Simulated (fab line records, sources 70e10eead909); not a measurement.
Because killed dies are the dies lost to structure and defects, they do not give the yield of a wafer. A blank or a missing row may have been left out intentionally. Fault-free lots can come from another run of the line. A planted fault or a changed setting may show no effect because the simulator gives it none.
Matching of chambers | flow nand_harc | rie_diel-13 running NHARC_P_GATE_DESCUM_31: 4 sister chambers
The step chemistry O2, time 3 s. 4 wafers are shown with their chamber, then 11 later ones without.

WAFERS PAIRED WITH THEIR CHAMBERS
wafer  | chamber | showerhead_plenum_p_Torr (Torr)
L086.1 | 2       | 1.91
L086.5 | 1       | 2.01
L085.5 | 0       | 1.78
L090.1 | 3       | 1.94

WAFERS WITHOUT THEIR CHAMBER
wafer  | showerhead_plenum_p_Torr (Torr)
L090.3 | 2.01
L090.5 | 2.01
L092.1 | 1.90
L092.3 | 1.90
L092.4 | 2.01
L094.1 | 1.90
L094.3 | 1.90
L094.6 | 1.90
L097.1 | 1.94
L097.3 | 2.01
L097.4 | 2.01

THE CHAMBER EACH PASSED THROUGH
wafer  | from the rows above | in truth
L090.3 | 1                   | 1
L090.5 | 1                   | 1
L092.1 | 2                   | 2
L092.3 | 2                   | 2
L092.4 | 1                   | 1
L094.1 | 2                   | 2
L094.3 | 2                   | 2
L094.6 | 2                   | 2
L097.1 | 3                   | 3
L097.3 | 1                   | 1
L097.4 | 1                   | 1
Placed correctly: 11 of 11. Can't be placed from these rows: 0. Number placed wrongly: 0.
How it was worked out, from the rows above alone: a wafer's distance from a chamber is the root of the sum, over the readings, of the square of ((its reading less the chamber's mean) divided by the reading's scatter). The wafer belongs to the nearest chamber; if the next one is less than 2 further off, it can't be placed. The mean given for a chamber averages the wafers shown for that chamber. The scatter: root of mean squared gap, hidden wafer to nearest shown wafer, with one shown wafer a chamber.
